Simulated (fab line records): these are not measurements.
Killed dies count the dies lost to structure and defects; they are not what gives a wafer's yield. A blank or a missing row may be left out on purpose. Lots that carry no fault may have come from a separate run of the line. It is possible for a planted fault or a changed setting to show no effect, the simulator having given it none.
Lot-split experiment    flow n5_finfet    on a route of 1938 steps: 7 lots, 21 wafers read

THE SPLIT ITSELF
At N5_BEOL_M10_COAT_05 (resist thk 90 nm), the setting spin_rpm was moved away from the recipe's 1500 rpm on 7 of the 21 wafers read, by -9.9% to +8.4%. All remaining wafers had this setting at the recipe value.

FROM THE SPLIT TO THE READING: what the file shows between them, 2 steps
- N5_BEOL_M10_EBR_07
- N5_BEOL_M10_SOFTBAKE_06: time 60 s

THE READING
CAR-ArF_of_BEOL_M10_COAT_05.thk_nm (the simulator's own value, which no gauge read), in nm, at N5_BEOL_M10_DESCUM_16 (chemistry O2, time 7.9 s). The file gives no usual value for it. Across the 14 wafers here that went through the recipe, the average is 83.4 nm and the standard deviation 0.24 nm.

wafer   tool, chamber at the split  spin_rpm as run, rpm  against the recipe  CAR-ArF_of_BEOL_M10_COAT_05.thk_nm, nm  against lot-mates on the recipe
L075.1  litho_track-01, 0           1357                  -9.5%               88                                      +4.8
L075.2  litho_track-01, 0           1500                  recipe              83                                      -
L075.3  litho_track-01, 0           1500                  recipe              83.4                                    -
L081.1  litho_track-01, 0           1558                  +3.9%               81.8                                    -1.8
L081.2  litho_track-01, 0           1500                  recipe              83.6                                    -
L081.5  litho_track-01, 0           1558                  +3.9%               81.6                                    -2.0
L082.1  litho_track-03, 0           1500                  recipe              83.4                                    -
L082.5  litho_track-03, 0           1500                  recipe              83.4                                    -
L082.2  litho_track-03, 0           1500                  recipe              83.2                                    -
L084.3  litho_track-05, 0           1500                  recipe              84                                      -
L084.5  litho_track-05, 0           1626                  +8.4%               80.4                                    -3.6
L084.6  litho_track-05, 0           1626                  +8.4%               80.4                                    -3.6
L094.3  litho_track-03, 0           1500                  recipe              83.6                                    -
L094.4  litho_track-03, 0           1351                  -9.9%               88.4                                    +5.0
L094.5  litho_track-03, 0           1500                  recipe              83.2                                    -
L096.2  litho_track-05, 0           1500                  recipe              83.2                                    -
L096.3  litho_track-05, 0           1500                  recipe              83.2                                    -
L096.4  litho_track-05, 0           1500                  recipe              83.4                                    -
L097.3  litho_track-05, 0           1500                  recipe              83.6                                    -
L097.5  litho_track-05, 0           1390                  -7.3%               87                                      +3.5
L097.6  litho_track-05, 0           1500                  recipe              83.4                                    -

THE FIT
A straight line over all 21 wafers: CAR-ArF_of_BEOL_M10_COAT_05.thk_nm changes by -0.442 nm for each +1% of spin_rpm; r = -0.99; the points scatter about the line by 0.33 nm.
The same after taking each lot's own level away (the mean of its wafers on the recipe; 21 wafers): -0.473 nm for each +1%; r = -1.00; scatter 0.18 nm.
Per that fit: largest spin_rpm move, reading shift of 4.7 nm.
The lots' own levels span 83.20 to 84.00 nm, that is 3.3 times the standard deviation above.
Consequently the slope shifts little with the lot-to-lot level, the two slopes agreeing.
Check: +4.67 nm against its lot-mates is what the line predicts for one of the wafers moved furthest among these (-9.9%) when that wafer is left out of the fit. It came out at +5 nm against them.

THE WHOLE CHAIN: every reading that the file lists as answering this split, in the file's order
step                   what it does              reading                                                                              change (the file's fit)                r (the file's)
N5_BEOL_M10_COAT_05    resist thk 90 nm          CAR-ArF_of_BEOL_M10_COAT_05.thk_nm (the simulator's own value, which no gauge read)  -0.475 nm for each +1% of the setting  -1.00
N5_BEOL_M10_DESCUM_16  chemistry O2, time 7.9 s  CAR-ArF_of_BEOL_M10_COAT_05.thk_nm (the simulator's own value, which no gauge read)  -0.483 nm for each +1% of the setting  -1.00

THE FILE'S OWN FIT
CAR-ArF_of_BEOL_M10_COAT_05.thk_nm changes by -0.483 nm for each +1% of spin_rpm, r = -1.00.
